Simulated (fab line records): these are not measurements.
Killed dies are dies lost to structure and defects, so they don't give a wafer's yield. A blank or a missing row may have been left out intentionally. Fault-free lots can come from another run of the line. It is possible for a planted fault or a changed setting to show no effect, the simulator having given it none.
Chamber matching | flow n5_finfet | rie_diel-04 running N5_DUMMY_REMOVAL_HM_STRIP_01: 4 sister chambers
The step strips SiNx in CH3F/O2, stops on poly-Si, target depth 4 nm, time 6.8 s. 8 wafers are shown with their chamber, then 8 later ones without.

== WAFERS PAIRED WITH THEIR CHAMBERS ==
wafer  | chamber | drypump_motor_current_A (A) | throttle_valve_pct (%)
L080.2 | 2       | 5.58                        | 16.45
L080.5 | 1       | 6.03                        | 16.01
L081.5 | 0       | 5.53                        | 16.42
L081.6 | 3       | 6.22                        | 16.62
L082.1 | 1       | 6.00                        | 16.04
L082.4 | 3       | 6.22                        | 16.61
L082.6 | 0       | 5.54                        | 16.40
L086.3 | 2       | 5.62                        | 16.48

== WAFERS WITH NO CHAMBER GIVEN ==
wafer  | drypump_motor_current_A (A) | throttle_valve_pct (%)
L086.4 | 5.55                        | 16.42
L086.6 | 5.55                        | 16.43
L089.1 | 6.23                        | 16.64
L089.3 | 6.01                        | 16.06
L089.4 | 5.57                        | 16.44
L097.2 | 6.20                        | 16.67
L097.4 | 5.52                        | 16.48
L097.5 | 5.99                        | 16.08

== EACH ONE'S CHAMBER ==
wafer  | from the rows above     | in truth
L086.4 | 0                       | 0
L086.6 | 0                       | 0
L089.1 | 3                       | 3
L089.3 | 1                       | 1
L089.4 | can't be placed: 2 or 0 | 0
L097.2 | 3                       | 3
L097.4 | can't be placed: 0 or 2 | 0
L097.5 | 1                       | 1
6 of 8 placed correctly. From these rows, 2 cannot be placed; in 2 the true chamber is one of the candidates. Wrongly placed: 0.
How it was worked out, from the rows above alone: a wafer's distance from a chamber is the root of the sum, over the readings, of the square of ((its reading less the chamber's mean) divided by the reading's scatter). The wafer belongs to the nearest chamber; if the next one is less than 2 further off, it can't be placed. Each chamber's mean is taken over the wafers shown for it. The scatter: take each reading less its chamber's mean, square it, sum over the shown wafers, divide by the number of wafers less the number of chambers, and take the root.
